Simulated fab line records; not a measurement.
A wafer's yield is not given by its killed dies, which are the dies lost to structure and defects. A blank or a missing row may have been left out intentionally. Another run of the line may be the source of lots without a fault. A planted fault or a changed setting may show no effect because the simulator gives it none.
Matching of chambers / flow nand-harc / NHARC_P_CONTACT_ETCH_36 on rie-diel-08: 4 sister chambers
The step etches the open film in N2/H2, target depth 260 nm, time 406.25 s. 4 wafers are shown with their chamber, then 8 later ones without.

WAFERS, EACH WITH ITS CHAMBER
wafer=L983.5; chamber=1; drypump-motor-current-A (A)=5.37
wafer=L984.2; chamber=2; drypump-motor-current-A (A)=6.06
wafer=L984.3; chamber=3; drypump-motor-current-A (A)=5.54
wafer=L985.1; chamber=0; drypump-motor-current-A (A)=6.00

WAFERS WITH NO CHAMBER GIVEN
wafer=L985.4; drypump-motor-current-A (A)=5.37
wafer=L985.6; drypump-motor-current-A (A)=6.07
wafer=L995.1; drypump-motor-current-A (A)=5.97
wafer=L995.3; drypump-motor-current-A (A)=5.35
wafer=L995.6; drypump-motor-current-A (A)=5.58
wafer=L996.1; drypump-motor-current-A (A)=5.59
wafer=L996.3; drypump-motor-current-A (A)=6.06
wafer=L996.6; drypump-motor-current-A (A)=5.60

THE CHAMBER EACH PASSED THROUGH
wafer=L985.4; from the rows above=1; in truth=1
wafer=L985.6; from the rows above=can't be placed: 2 or 0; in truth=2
wafer=L995.1; from the rows above=can't be placed: 0 or 2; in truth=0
wafer=L995.3; from the rows above=1; in truth=1
wafer=L995.6; from the rows above=3; in truth=3
wafer=L996.1; from the rows above=3; in truth=3
wafer=L996.3; from the rows above=can't be placed: 2 or 0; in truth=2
wafer=L996.6; from the rows above=3; in truth=3
5 of 8 placed correctly. These rows do not allow placing 3 (true chamber among the candidates in 3). 0 placed wrongly.
How it was worked out, from the rows above alone: a wafer's distance from a chamber is the root of the sum, over the readings, of the square of ((its reading less the chamber's mean) divided by the reading's scatter). If the next closest chamber is less than 2 further off than the closest, the wafer can't be placed; otherwise it belongs to the closest. For every chamber, the mean is computed from those of its wafers that are shown. The scatter: root of mean squared gap, hidden wafer to nearest shown wafer, with one shown wafer a chamber.
